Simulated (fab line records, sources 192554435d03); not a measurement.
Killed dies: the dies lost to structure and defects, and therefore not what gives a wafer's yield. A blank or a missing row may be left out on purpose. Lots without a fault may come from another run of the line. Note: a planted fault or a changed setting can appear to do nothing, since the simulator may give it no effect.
fab line records | flow n5_finfet | part 1 of 2: steps 1 to 4 of 6
record lots=24 | wafers=72 | last_day=17
route steps=1938 shown HKMG_FIN@447 GATE_CUT@470
lots that met no fault: from a run of the same line without faults
start_h: the number of hours between the record's first day and the start of the first shown wafer of the lot | wait_h: hours since the lot's step before | " repeats the value in the row above | L1.1+2: one row covering several wafers at once | - either no value or no given start | * or withheld: withheld | < > ~ a bound
route shown NAME@n: a module of which the file shows steps, and the number in the route of the first | usual: average and standard deviation across the fault-free wafers | same: alike in all rows | chamber/n: place in a boat | sites: the reading at each site | _std_site: how widely they spread, as a standard deviation | _edge_site: the outer-site mean with the inner-site mean subtracted | radius_mm: for every site, how far away it sits from the centre of the wafer | mask NAME#n: copy n | behind: the last tool/chamber to shape the wafer | hold: cause of the lot's hold/its duration in hours/its outcome | device: transistor that didn't switch, given as n, p or np | end of line: at the end of the route, the tests of the same wafers | where a step has no rows: the recipe by itself | killed: dies lost to structure and defects at the first sort, not the wafer's yield | map: shows each die of a wafer: x if killed, . if not, _ if none is there
set.NAME: the setting the step ran with; set.NAME@STEP: the setting that earlier step ran with | model.NAME: the simulator's own value behind a step, which no gauge read
route steps across a sampled set of lots; one table per step, one row per wafer
services: a tool's chamber out of use, with start hour (start_h, from the record's first day; less than 0 if before it), hours out, and reason
## steps
# step N5_HKMG_FIN_STRIP_88
# recipe chemistry=N2/H2 | power_w=2500 | temp_c=300 | h2_frac=0.65 | time_s=360 | pressure_mtorr=withheld | n2_flow_sccm=1750 | h2_flow_sccm=3250
# usual drypump_motor_current_A=5.6/0.61 | heater_power_w=472/75
lot.wafer | tool            | chamber | start_h | wait_h | drypump_motor_current_A | heater_power_w | rf_hours_counter_h
L074.1    | plasma_asher-02 | 1       | 78.39   | 0.0    | 5.1                     | 600            | 36
L074.2    | "               | 0       | "       | "      | 5.5                     | 461            | 36
L074.4    | "               | 0       | "       | "      | 5.5                     | 472            | -
L075.1    | plasma_asher-01 | 1       | 85.18   | 0.0    | 6.5                     | 379            | 85
L075.3    | "               | 1       | "       | "      | 6.5                     | 380            | -
L075.4    | "               | 0       | "       | "      | 5.1                     | 477            | -
L076.2    | plasma_asher-01 | 1       | 91.86   | 0.0    | 6.5                     | 382            | 87
L076.3    | "               | 1       | "       | "      | 6.5                     | 380            | -
L076.5    | "               | 1       | "       | "      | 6.5                     | 384            | -
L077.2    | plasma_asher-01 | 1       | 97.48   | 0.0    | 6.5                     | 388            | 88
L077.5    | "               | 1       | "       | "      | 6.5                     | 378            | -
L077.6    | "               | 0       | "       | "      | 5.1                     | 466            | -
L078.1    | plasma_asher-02 | 0       | 101.22  | 0.0    | 5.5                     | 474            | 41
L078.5    | "               | 0       | "       | "      | 5.5                     | 470            | -
L078.6    | "               | 1       | "       | "      | 5.1                     | 591            | -
L079.1    | plasma_asher-02 | 0       | 109.98  | 0.0    | 5.5                     | 488            | 43
L079.3    | "               | 1       | "       | "      | 5.1                     | 590            | -
L079.4    | "               | 0       | "       | "      | 5.4                     | 489            | -
L080.3    | plasma_asher-02 | 1       | 117.24  | 0.1    | 5.1                     | 592            | -
L080.4    | "               | 0       | "       | "      | 5.5                     | 465            | -
L080.5    | "               | 1       | "       | "      | 5.1                     | 584            | -
L081.1    | plasma_asher-01 | 0       | 118.73  | 0.0    | 5.1                     | 483            | 91
L081.5    | "               | 1       | "       | "      | 6.5                     | 381            | -
L081.6    | "               | 0       | "       | "      | 5.1                     | 476            | -
L082.3    | plasma_asher-01 | 1       | 125.63  | 0.1    | 6.5                     | 382            | -
L082.4    | "               | 0       | "       | "      | 5.1                     | 482            | -
L082.6    | "               | 0       | "       | "      | 5.1                     | 458            | -
L083.2    | plasma_asher-01 | 0       | 132.90  | 0.0    | 5.1                     | 467            | 96
L083.4    | "               | 1       | "       | "      | 6.5                     | 379            | -
L083.5    | "               | 0       | "       | "      | 5.1                     | 475            | -
L084.2    | plasma_asher-01 | 0       | 139.40  | 0.0    | 5.1                     | 463            | 98
L084.5    | "               | 0       | "       | "      | 5.1                     | 486            | -
L084.6    | "               | 1       | "       | "      | 6.5                     | 382            | -
L085.2    | plasma_asher-01 | 0       | 144.46  | 0.0    | 5.1                     | 467            | 99
L085.3    | "               | 1       | "       | "      | 6.5                     | 370            | -
L085.4    | "               | 0       | "       | "      | 5.1                     | 469            | -
L086.1    | plasma_asher-01 | 0       | 154.67  | 0.0    | 5.1                     | 471            | 100
L086.3    | "               | 0       | "       | "      | 5.1                     | 481            | -
L086.4    | "               | 1       | "       | "      | 6.5                     | 384            | -
L087.4    | plasma_asher-01 | 0       | 156.05  | 0.1    | 5.1                     | 477            | -
L087.5    | "               | 1       | "       | "      | 6.5                     | 377            | -
L087.6    | "               | 0       | "       | "      | 5.1                     | 465            | -
L088.3    | plasma_asher-01 | 0       | 162.69  | 0.1    | 5.1                     | 478            | -
L088.5    | "               | 1       | "       | "      | 6.5                     | 388            | -
L088.6    | "               | 0       | "       | "      | 5.1                     | 472            | -
L089.1    | plasma_asher-01 | 0       | 168.75  | 0.0    | 5.1                     | 464            | 103
L089.3    | "               | 0       | "       | "      | 5.1                     | 481            | -
L089.4    | "               | 1       | "       | "      | 6.5                     | 374            | -
L090.1    | plasma_asher-02 | 0       | 174.11  | 0.0    | 5.4                     | 484            | 54
L090.4    | "               | 0       | "       | "      | 5.4                     | 469            | -
L090.6    | "               | 1       | "       | "      | 5.1                     | 605            | -
L091.2    | plasma_asher-02 | 1       | 179.49  | 0.0    | 5.1                     | 597            | 56
L091.3    | "               | 1       | "       | "      | 5.1                     | 596            | -
L091.5    | "               | 0       | "       | "      | 5.5                     | 469            | -
L092.4    | plasma_asher-01 | 0       | 185.37  | 0.1    | 5.1                     | 478            | -
L092.5    | "               | 1       | "       | "      | 6.5                     | 386            | -
L092.6    | "               | 0       | "       | "      | 5.1                     | 473            | -
L093.3    | plasma_asher-02 | 1       | 190.70  | 0.1    | 5.1                     | 588            | -
L093.4    | "               | 0       | "       | "      | 5.5                     | 480            | -
L093.5    | "               | 1       | "       | "      | 5.1                     | 605            | -
L094.1    | plasma_asher-02 | 1       | 198.15  | 0.0    | 5.1                     | 593            | 60
L094.4    | "               | 1       | "       | "      | 5.1                     | 589            | -
L094.6    | "               | 1       | "       | "      | 5.1                     | 595            | -
L095.1    | plasma_asher-02 | 1       | 202.39  | 0.0    | 5.1                     | 587            | 61
L095.3    | "               | 0       | "       | "      | 5.4                     | 471            | -
L095.4    | "               | 1       | "       | "      | 5.1                     | 597            | -
L096.1    | plasma_asher-02 | 1       | 212.25  | 0.0    | 5.1                     | 602            | 63
L096.3    | "               | 1       | "       | "      | 5.1                     | 617            | -
L096.5    | "               | 0       | "       | "      | 5.5                     | 465            | -
L097.3    | plasma_asher-01 | 1       | 213.94  | 0.1    | 6.5                     | 380            | -
L097.4    | "               | 0       | "       | "      | 5.1                     | 488            | -
L097.6    | "               | 1       | "       | "      | 6.5                     | 386            | -
# step N5_HKMG_FIN_NWFM_ALD_20
# recipe material=TiAlC | target_thk_a=20 | temp_c=300 | ald_precursor_family=TiCl4 | ald_co_reactant=TEA | pulse_time_s=3 | purge_time_s=2 | co_reactant_purge_time_s=2 | co_reactant_pulse_time_s=10 | ald_cycles=7 | pressure_torr=3
# usual heater_power_w=494/43 | precursor_pulse_height_rel=1.002/0.018
# same purge_time_s=2
lot.wafer | tool         | chamber | start_h | wait_h | heater_power_w | precursor_pulse_height_rel | since_wet_clean_h
L074.1    | ald_metal-02 | 0       | 78.77   | 0.3    | 459            | 1.010                      | 5896
L074.2    | "            | 3       | "       | "      | 551            | 0.984                      | 5896
L074.4    | "            | 1       | "       | "      | 509            | 0.983                      | 5896
L075.1    | ald_metal-02 | 2       | 85.57   | 0.3    | 547            | 0.995                      | 5902
L075.3    | "            | 1       | "       | "      | 507            | 0.994                      | 5902
L075.4    | "            | 3       | "       | "      | 558            | 1.028                      | 5902
L076.2    | ald_metal-04 | 3       | 92.24   | 0.3    | 505            | 1.002                      | 1294
L076.3    | "            | 1       | "       | "      | 528            | 1.005                      | 1294
L076.5    | "            | 3       | "       | "      | 486            | 1.011                      | -
L077.2    | ald_metal-01 | 0       | 97.87   | 0.3    | 487            | 0.998                      | 2838
L077.5    | "            | 0       | "       | "      | 492            | 1.005                      | -
L077.6    | "            | 3       | "       | "      | 509            | 0.999                      | -
L078.1    | ald_metal-01 | 2       | 101.60  | 0.3    | 511            | 0.994                      | 2841
L078.5    | "            | 0       | "       | "      | 490            | 1.028                      | -
L078.6    | "            | 2       | "       | "      | 515            | 0.992                      | -
L079.1    | ald_metal-02 | 0       | 110.36  | 0.3    | 449            | 1.050                      | 5927
L079.3    | "            | 3       | "       | "      | 554            | 0.997                      | 5927
L079.4    | "            | 1       | "       | "      | 499            | 1.007                      | 5927
L080.3    | ald_metal-02 | 3       | 117.50  | 0.1    | 546            | 0.994                      | 5934
L080.4    | "            | 0       | "       | "      | 452            | 0.987                      | 5934
L080.5    | "            | 0       | "       | "      | 445            | 0.974                      | -
L081.1    | ald_metal-01 | 3       | 119.12  | 0.3    | 522            | 0.993                      | 2859
L081.5    | "            | 2       | "       | "      | 510            | 1.001                      | -
L081.6    | "            | 3       | "       | "      | 521            | 1.008                      | -
L082.3    | ald_metal-01 | 3       | 125.89  | 0.1    | 512            | 0.985                      | 2866
L082.4    | "            | 1       | "       | "      | 387            | 1.011                      | 2866
L082.6    | "            | 1       | "       | "      | 383            | 1.000                      | -
L083.2    | ald_metal-01 | 2       | 133.29  | 0.3    | 516            | 0.984                      | 2873
L083.4    | "            | 0       | "       | "      | 492            | 1.009                      | 2873
L083.5    | "            | 0       | "       | "      | 482            | 0.987                      | -
L084.2    | ald_metal-01 | 1       | 139.79  | 0.3    | 394            | 1.001                      | 2880
L084.5    | "            | 0       | "       | "      | 481            | 0.986                      | -
L084.6    | "            | 3       | "       | "      | 515            | 1.009                      | -
L085.2    | ald_metal-04 | 0       | 144.85  | 0.3    | 471            | 1.036                      | 1346
L085.3    | "            | 2       | "       | "      | 470            | 0.999                      | 1346
L085.4    | "            | 3       | "       | "      | 495            | 0.991                      | 1346
L086.1    | ald_metal-02 | 0       | 155.05  | 0.3    | 450            | 1.035                      | 5972
L086.3    | "            | 1       | "       | "      | 500            | 1.020                      | 5972
L086.4    | "            | 2       | "       | "      | 552            | 0.992                      | 5972
L087.4    | ald_metal-04 | 3       | 156.32  | 0.1    | 513            | 1.019                      | 1358
L087.5    | "            | 0       | "       | "      | 447            | 0.996                      | -
L087.6    | "            | 1       | "       | "      | 525            | 0.978                      | -
L088.3    | ald_metal-04 | 0       | 162.96  | 0.1    | 470            | 0.981                      | 1364
L088.5    | "            | 1       | "       | "      | 526            | 0.969                      | -
L088.6    | "            | 0       | "       | "      | 456            | 0.967                      | -
L089.1    | ald_metal-01 | 2       | 169.13  | 0.3    | 496            | 1.012                      | 2909
L089.3    | "            | 3       | "       | "      | 526            | 1.027                      | 2909
L089.4    | "            | 1       | "       | "      | 372            | 1.017                      | 2909
L090.1    | ald_metal-02 | 2       | 174.49  | 0.3    | 537            | 1.005                      | 5991
L090.4    | "            | 0       | "       | "      | 460            | 1.014                      | 5991
L090.6    | "            | 2       | "       | "      | 533            | 1.031                      | -
L091.2    | ald_metal-02 | 2       | 179.87  | 0.3    | 528            | 1.009                      | 5997
L091.3    | "            | 3       | "       | "      | 562            | 0.989                      | 5997
L091.5    | "            | 3       | "       | "      | 556            | 0.995                      | -
L092.4    | ald_metal-04 | 3       | 185.68  | 0.2    | 482            | 1.007                      | -
L092.5    | "            | 1       | "       | "      | 517            | 1.026                      | -
L092.6    | "            | 0       | "       | "      | 456            | 1.002                      | -
L093.3    | ald_metal-01 | 0       | 190.96  | 0.1    | 497            | 1.017                      | 2931
L093.4    | "            | 1       | "       | "      | 381            | 1.013                      | 2931
L093.5    | "            | 3       | "       | "      | 519            | 0.971                      | -
L094.1    | ald_metal-01 | 3       | 198.53  | 0.3    | 511            | 0.985                      | 2938
L094.4    | "            | 0       | "       | "      | 499            | 1.019                      | 2938
L094.6    | "            | 3       | "       | "      | 534            | 1.002                      | -
L095.1    | ald_metal-01 | 2       | 202.78  | 0.3    | 512            | 0.980                      | 2943
L095.3    | "            | 0       | "       | "      | 487            | 1.010                      | 2943
L095.4    | "            | 3       | "       | "      | 519            | 1.027                      | 2943
L096.1    | ald_metal-04 | 0       | 212.63  | 0.3    | 463            | 1.011                      | 1414
L096.3    | "            | 2       | "       | "      | 476            | 0.997                      | 1414
L096.5    | "            | 3       | "       | "      | 512            | 1.030                      | -
L097.3    | ald_metal-04 | 3       | 214.21  | 0.1    | 507            | 1.003                      | 1415
L097.4    | "            | 2       | "       | "      | 492            | 0.995                      | 1415
L097.6    | "            | 2       | "       | "      | 487            | 0.987                      | -
# step N5_HKMG_FIN_ETCHBACK_68
# recipe chemistry=Cl2/Ar | stop_on=HfO2 | target_depth_a=5 | pressure_mtorr=10 | icp_w=600 | bias_w=60 | Cl2_flow_sccm=40 | Ar_flow_sccm=60
# usual drypump_motor_current_A=5.4/0.3 | oes_product_au=0.83/0.077 | throttle_valve_pct=20.73/0.14
lot.wafer | tool         | chamber | start_h | wait_h | drypump_motor_current_A | oes_product_au | rf_hours_counter_h | throttle_valve_pct
L074.1    | rie_metal-01 | 0       | 79.43   | 0.0    | 5.3                     | 0.94           | 4                  | 20.64
L074.2    | "            | 1       | "       | "      | 5.2                     | 0.80           | 22                 | 20.92
L074.4    | "            | 1       | "       | "      | 5.2                     | 0.83           | -                  | 20.88
L075.1    | rie_metal-03 | 0       | 86.27   | 0.0    | 6.0                     | 0.75           | 53                 | 20.78
L075.3    | "            | 0       | "       | "      | 6.0                     | 0.76           | -                  | 20.77
L075.4    | "            | 1       | "       | "      | 5.1                     | 0.95           | -                  | 20.51
L076.2    | rie_metal-02 | 0       | 92.90   | 0.0    | 5.5                     | 0.79           | 36                 | 20.58
L076.3    | "            | 1       | "       | "      | 5.8                     | 0.57           | -                  | 20.93
L076.5    | "            | 0       | "       | "      | 5.5                     | 0.77           | -                  | 20.59
L077.2    | rie_metal-03 | 0       | 98.52   | 0.0    | 6.0                     | 0.75           | 54                 | 20.78
L077.5    | "            | 0       | "       | "      | 6.0                     | 0.76           | -                  | 20.77
L077.6    | "            | 1       | "       | "      | 5.1                     | 0.94           | -                  | 20.50
L078.1    | rie_metal-03 | 1       | 102.26  | 0.0    | 5.1                     | 0.94           | 3                  | 20.52
L078.5    | "            | 0       | "       | "      | 6.0                     | 0.75           | -                  | 20.76
L078.6    | "            | 1       | "       | "      | 5.1                     | 0.93           | -                  | 20.50
L079.1    | rie_metal-01 | 1       | 111.03  | 0.0    | 5.2                     | 0.81           | 25                 | 20.89
L079.3    | "            | 0       | "       | "      | 5.3                     | 0.90           | -                  | 20.65
L079.4    | "            | 1       | "       | "      | 5.2                     | 0.81           | -                  | 20.90
L080.3    | rie_metal-01 | 0       | 118.20  | 0.1    | 5.3                     | 0.90           | -                  | 20.67
L080.4    | "            | 1       | "       | "      | 5.2                     | 0.83           | -                  | 20.91
L080.5    | "            | 1       | "       | "      | 5.2                     | 0.81           | -                  | 20.89
L081.1    | rie_metal-03 | 1       | 119.77  | 0.0    | 5.1                     | 0.93           | 5                  | 20.50
L081.5    | "            | 0       | "       | "      | 6.0                     | 0.75           | -                  | 20.78
L081.6    | "            | 1       | "       | "      | 5.1                     | 0.95           | -                  | 20.47
L082.3    | rie_metal-01 | 0       | 126.60  | 0.1    | 5.4                     | 0.90           | -                  | 20.65
L082.4    | "            | 1       | "       | "      | 5.2                     | 0.82           | -                  | 20.87
L082.6    | "            | 1       | "       | "      | 5.2                     | 0.81           | -                  | 20.89
L083.2    | rie_metal-01 | 1       | 133.96  | 0.0    | 5.2                     | 0.81           | 28                 | 20.89
L083.4    | "            | 0       | "       | "      | 5.3                     | 0.89           | -                  | 20.68
L083.5    | "            | 1       | "       | "      | 5.2                     | 0.81           | -                  | 20.89
L084.2    | rie_metal-01 | 0       | 140.44  | 0.0    | 5.4                     | 0.89           | 10                 | 20.67
L084.5    | "            | 0       | "       | "      | 5.3                     | 0.89           | -                  | 20.66
L084.6    | "            | 1       | "       | "      | 5.2                     | 0.81           | -                  | 20.89
L085.2    | rie_metal-03 | 0       | 145.50  | 0.0    | 6.0                     | 0.75           | 58                 | 20.79
L085.3    | "            | 0       | "       | "      | 6.0                     | 0.74           | -                  | 20.78
L085.4    | "            | 1       | "       | "      | 5.1                     | 0.91           | -                  | 20.51
L086.1    | rie_metal-02 | 1       | 155.84  | 0.0    | 5.7                     | 0.93           | 3                  | 20.75
L086.3    | "            | 1       | "       | "      | 5.8                     | 0.92           | -                  | 20.75
L086.4    | "            | 0       | "       | "      | 5.5                     | 0.77           | -                  | 20.61
L087.4    | rie_metal-02 | 1       | 157.01  | 0.1    | 5.7                     | 0.93           | -                  | 20.76
L087.5    | "            | 0       | "       | "      | 5.4                     | 0.76           | -                  | 20.60
L087.6    | "            | 1       | "       | "      | 5.8                     | 0.93           | -                  | 20.74
L088.3    | rie_metal-01 | 1       | 163.65  | 0.1    | 5.2                     | 0.80           | -                  | 20.88
L088.5    | "            | 1       | "       | "      | 5.2                     | 0.81           | -                  | 20.88
L088.6    | "            | 0       | "       | "      | 5.4                     | 0.88           | -                  | 20.68
L089.1    | rie_metal-01 | 1       | 169.99  | 0.0    | 5.2                     | 0.80           | 31                 | 20.88
L089.3    | "            | 1       | "       | "      | 5.2                     | 0.80           | -                  | 20.89
L089.4    | "            | 0       | "       | "      | 5.4                     | 0.88           | -                  | 20.67
L090.1    | rie_metal-01 | 0       | 175.22  | 0.0    | 5.4                     | 0.88           | 13                 | 20.66
L090.4    | "            | 0       | "       | "      | 5.4                     | 0.87           | -                  | 20.66
L090.6    | "            | 1       | "       | "      | 5.2                     | 0.79           | -                  | 20.89
L091.2    | rie_metal-02 | 0       | 180.57  | 0.0    | 5.5                     | 0.72           | 46                 | 20.66
L091.3    | "            | 1       | "       | "      | 5.8                     | 0.90           | -                  | 20.75
L091.5    | "            | 1       | "       | "      | 5.7                     | 0.91           | -                  | 20.76
L092.4    | rie_metal-01 | 1       | 186.35  | 0.1    | 5.2                     | 0.79           | -                  | 20.89
L092.5    | "            | 1       | "       | "      | 5.2                     | 0.81           | -                  | 20.90
L092.6    | "            | 0       | "       | "      | 5.4                     | 0.87           | -                  | 20.68
L093.3    | rie_metal-03 | 0       | 191.66  | 0.1    | 6.0                     | 0.74           | -                  | 20.79
L093.4    | "            | 1       | "       | "      | 5.1                     | 0.89           | -                  | 20.52
L093.5    | "            | 0       | "       | "      | 6.0                     | 0.73           | -                  | 20.78
L094.1    | rie_metal-01 | 1       | 199.35  | 0.0    | 5.2                     | 0.76           | 34                 | 20.93
L094.4    | "            | 1       | "       | "      | 5.2                     | 0.79           | -                  | 20.90
L094.6    | "            | 0       | "       | "      | 5.4                     | 0.87           | -                  | 20.67
L095.1    | rie_metal-03 | 1       | 203.63  | 0.0    | 5.1                     | 0.87           | 12                 | 20.52
L095.3    | "            | 1       | "       | "      | 5.2                     | 0.88           | -                  | 20.52
L095.4    | "            | 0       | "       | "      | 6.1                     | 0.73           | -                  | 20.79
L096.1    | rie_metal-02 | 0       | 213.29  | 0.0    | 5.5                     | 0.76           | 48                 | 20.62
L096.3    | "            | 0       | "       | "      | 5.5                     | 0.75           | -                  | 20.62
L096.5    | "            | 1       | "       | "      | 5.7                     | 0.89           | -                  | 20.73
L097.3    | rie_metal-01 | 0       | 214.90  | 0.1    | 5.4                     | 0.86           | -                  | 20.68
L097.4    | "            | 1       | "       | "      | 5.2                     | 0.79           | -                  | 20.90
L097.6    | "            | 1       | "       | "      | 5.2                     | 0.80           | -                  | 20.90
# step N5_GATE_CUT_STRIP_59
# recipe chemistry=N2/H2 | time_s=20 | power_w=100 | temp_c=40 | pressure_mtorr=100 | rf_frequency_hz=6e+07 | bias_power_w=3 | n2_flow_sccm=300 | h2_flow_sccm=300
# usual drypump_motor_current_A=5.6/0.51 | oes_product_au=0.79/0.076 | rf_vpp_V=45.5/0.82 | showerhead_plenum_p_Torr=3.43/0.15 | throttle_valve_pct=12.26/0.2
lot.wafer | tool        | chamber | start_h | wait_h | drypump_motor_current_A | oes_product_au | rf_hours_counter_h | rf_vpp_V | showerhead_plenum_p_Torr | throttle_valve_pct
L074.1    | rie_diel-03 | 0       | 81.63   | 0.1    | 5.3                     | 0.76           | 148                | 46.6     | 3.36                     | 12.37
L074.2    | "           | 1       | "       | "      | 5.2                     | 0.76           | 124                | 45.4     | 3.38                     | 12.35
L074.4    | "           | 3       | "       | "      | 5.8                     | 0.81           | 77                 | 44.6     | 3.56                     | 12.16
L075.1    | rie_diel-01 | 2       | 88.46   | 0.1    | 4.8                     | 0.66           | 248                | 44.4     | 3.19                     | 12.59
L075.3    | "           | 0       | "       | "      | 6.2                     | 0.72           | 157                | 44.5     | 3.52                     | 12.36
L075.4    | "           | 1       | "       | "      | 5.8                     | 0.91           | 11                 | 45.6     | 3.61                     | 12.25
L076.2    | rie_diel-01 | 1       | 95.19   | 0.1    | 5.8                     | 0.92           | 13                 | 46.3     | 3.61                     | 12.26
L076.3    | "           | 0       | "       | "      | 6.2                     | 0.73           | 159                | 46.0     | 3.52                     | 12.38
L076.5    | "           | 0       | "       | "      | 6.2                     | 0.73           | -                  | 44.3     | 3.52                     | 12.38
L077.2    | rie_diel-03 | 3       | 100.72  | 0.1    | 5.8                     | 0.80           | 83                 | 45.5     | 3.55                     | 12.17
L077.5    | "           | 2       | "       | "      | 6.5                     | 0.77           | -                  | 44.1     | 3.53                     | 12.06
L077.6    | "           | 3       | "       | "      | 5.9                     | 0.80           | -                  | 46.2     | 3.55                     | 12.17
L078.1    | rie_diel-02 | 0       | 104.52  | 0.1    | 5.3                     | 0.76           | 146                | 45.5     | 3.40                     | 12.50
L078.5    | "           | 1       | "       | "      | 4.9                     | 0.72           | -                  | 44.7     | 3.22                     | 11.95
L078.6    | "           | 0       | "       | "      | 5.3                     | 0.76           | -                  | 45.6     | 3.40                     | 12.49
L079.1    | rie_diel-01 | 0       | 113.23  | 0.1    | 6.2                     | 0.72           | 168                | 44.3     | 3.52                     | 12.39
L079.3    | "           | 1       | "       | "      | 5.8                     | 0.90           | 22                 | 45.2     | 3.60                     | 12.27
L079.4    | "           | 0       | "       | "      | 6.1                     | 0.72           | -                  | 46.2     | 3.52                     | 12.41
L080.3    | rie_diel-02 | 1       | 120.36  | 0.1    | 4.9                     | 0.71           | 186                | 45.7     | 3.21                     | 11.98
L080.4    | "           | 2       | "       | "      | 6.1                     | 0.81           | 93                 | 45.9     | 3.13                     | 12.33
L080.5    | "           | 2       | "       | "      | 6.1                     | 0.80           | -                  | 44.9     | 3.13                     | 12.32
L081.1    | rie_diel-01 | 2       | 122.11  | 0.1    | 4.8                     | 1.00           | 1                  | 44.5     | 3.60                     | 11.94
L081.5    | "           | 1       | "       | "      | 5.8                     | 0.88           | -                  | 45.3     | 3.60                     | 12.29
L081.6    | "           | 2       | "       | "      | 4.8                     | 0.99           | -                  | 44.5     | 3.60                     | 11.94
L082.3    | rie_diel-03 | 2       | 129.04  | 0.1    | 6.5                     | 0.75           | 144                | 45.7     | 3.53                     | 12.09
L082.4    | "           | 0       | "       | "      | 5.3                     | 0.74           | 163                | 45.3     | 3.35                     | 12.41
L082.6    | "           | 1       | "       | "      | 5.2                     | 0.75           | -                  | 45.8     | 3.37                     | 12.40
L083.2    | rie_diel-01 | 3       | 136.26  | 0.1    | 5.2                     | 0.78           | 144                | 45.8     | 3.37                     | 12.39
L083.4    | "           | 1       | "       | "      | 5.8                     | 0.88           | 30                 | 45.8     | 3.60                     | 12.31
L083.5    | "           | 2       | "       | "      | 4.8                     | 0.98           | -                  | 46.5     | 3.59                     | 11.95
L084.2    | rie_diel-02 | 2       | 142.99  | 0.1    | 6.1                     | 0.79           | 102                | 44.7     | 3.12                     | 12.34
L084.5    | "           | 0       | "       | "      | 5.3                     | 0.74           | -                  | 45.4     | 3.39                     | 12.53
L084.6    | "           | 1       | "       | "      | 4.9                     | 0.71           | -                  | 44.5     | 3.21                     | 11.98
L085.2    | rie_diel-03 | 3       | 147.70  | 0.1    | 5.9                     | 0.78           | 100                | 45.1     | 3.55                     | 12.21
L085.3    | "           | 2       | "       | "      | 6.5                     | 0.74           | 149                | 45.5     | 3.52                     | 12.12
L085.4    | "           | 1       | "       | "      | 5.2                     | 0.74           | 146                | 44.9     | 3.37                     | 12.40
L086.1    | rie_diel-02 | 0       | 158.08  | 0.1    | 5.3                     | 0.75           | 163                | 44.6     | 3.39                     | 12.54
L086.3    | "           | 1       | "       | "      | 4.9                     | 0.70           | 198                | 46.5     | 3.21                     | 12.00
L086.4    | "           | 3       | "       | "      | 5.6                     | 0.86           | 48                 | 47.3     | 3.55                     | 11.95
L087.4    | rie_diel-03 | 3       | 159.20  | 0.0    | 5.9                     | 0.79           | -                  | 45.3     | 3.54                     | 12.21
L087.5    | "           | 0       | "       | "      | 5.3                     | 0.74           | -                  | 45.6     | 3.35                     | 12.42
L087.6    | "           | 1       | "       | "      | 5.2                     | 0.75           | -                  | 44.5     | 3.37                     | 12.42
L088.3    | rie_diel-03 | 1       | 165.84  | 0.1    | 5.2                     | 0.75           | 150                | 46.6     | 3.37                     | 12.43
L088.5    | "           | 3       | "       | "      | 5.9                     | 0.78           | -                  | 46.1     | 3.54                     | 12.23
L088.6    | "           | 0       | "       | "      | 5.3                     | 0.74           | -                  | 46.0     | 3.35                     | 12.47
L089.1    | rie_diel-01 | 1       | 172.19  | 0.1    | 5.8                     | 0.85           | 40                 | 45.0     | 3.59                     | 12.35
L089.3    | "           | 0       | "       | "      | 6.2                     | 0.70           | 185                | 44.6     | 3.51                     | 12.44
L089.4    | "           | 2       | "       | "      | 4.8                     | 0.93           | 15                 | 46.2     | 3.59                     | 11.99
L090.1    | rie_diel-02 | 1       | 177.61  | 0.1    | 4.9                     | 0.70           | 202                | 45.7     | 3.21                     | 11.99
L090.4    | "           | 0       | "       | "      | 5.3                     | 0.74           | 167                | 45.6     | 3.39                     | 12.56
L090.6    | "           | 1       | "       | "      | 4.9                     | 0.70           | -                  | 44.4     | 3.20                     | 12.01
L091.2    | rie_diel-03 | 3       | 182.79  | 0.1    | 5.9                     | 0.78           | 109                | 46.4     | 3.54                     | 12.24
L091.3    | "           | 2       | "       | "      | 6.4                     | 0.74           | 156                | 44.4     | 3.52                     | 12.14
L091.5    | "           | 1       | "       | "      | 5.2                     | 0.74           | -                  | 44.6     | 3.36                     | 12.44
L092.4    | rie_diel-01 | 0       | 188.53  | 0.0    | 6.2                     | 0.71           | -                  | 45.9     | 3.50                     | 12.44
L092.5    | "           | 2       | "       | "      | 4.8                     | 0.93           | -                  | 46.5     | 3.59                     | 12.00
L092.6    | "           | 3       | "       | "      | 5.2                     | 0.76           | -                  | 45.4     | 3.37                     | 12.43
L093.3    | rie_diel-01 | 3       | 194.05  | 0.1    | 5.2                     | 0.75           | 160                | 45.8     | 3.37                     | 12.44
L093.4    | "           | 3       | "       | "      | 5.2                     | 0.76           | -                  | 45.3     | 3.37                     | 12.41
L093.5    | "           | 0       | "       | "      | 6.2                     | 0.70           | -                  | 45.5     | 3.50                     | 12.44
L094.1    | rie_diel-01 | 1       | 201.57  | 0.1    | 5.8                     | 0.85           | 44                 | 47.0     | 3.59                     | 12.35
L094.4    | "           | 0       | "       | "      | 6.2                     | 0.70           | 194                | 45.8     | 3.50                     | 12.45
L094.6    | "           | 0       | "       | "      | 6.2                     | 0.70           | -                  | 45.2     | 3.50                     | 12.46
L095.1    | rie_diel-02 | 0       | 205.97  | 0.1    | 5.3                     | 0.74           | 175                | 45.0     | 3.38                     | 12.57
L095.3    | "           | 1       | "       | "      | 4.9                     | 0.69           | 209                | 43.6     | 3.20                     | 12.02
L095.4    | "           | 3       | "       | "      | 5.6                     | 0.85           | 60                 | 44.5     | 3.54                     | 12.00
L096.1    | rie_diel-02 | 2       | 215.81  | 0.1    | 6.1                     | 0.77           | 119                | 45.5     | 3.11                     | 12.38
L096.3    | "           | 3       | "       | "      | 5.6                     | 0.84           | 63                 | 45.5     | 3.54                     | 12.00
L096.5    | "           | 2       | "       | "      | 6.1                     | 0.78           | -                  | 45.0     | 3.12                     | 12.39
L097.3    | rie_diel-01 | 3       | 217.11  | 0.1    | 5.2                     | 0.76           | 167                | 47.0     | 3.36                     | 12.45
L097.4    | "           | 1       | "       | "      | 5.9                     | 0.85           | 47                 | 46.1     | 3.59                     | 12.35
L097.6    | "           | 2       | "       | "      | 4.8                     | 0.91           | -                  | 46.0     | 3.58                     | 12.00
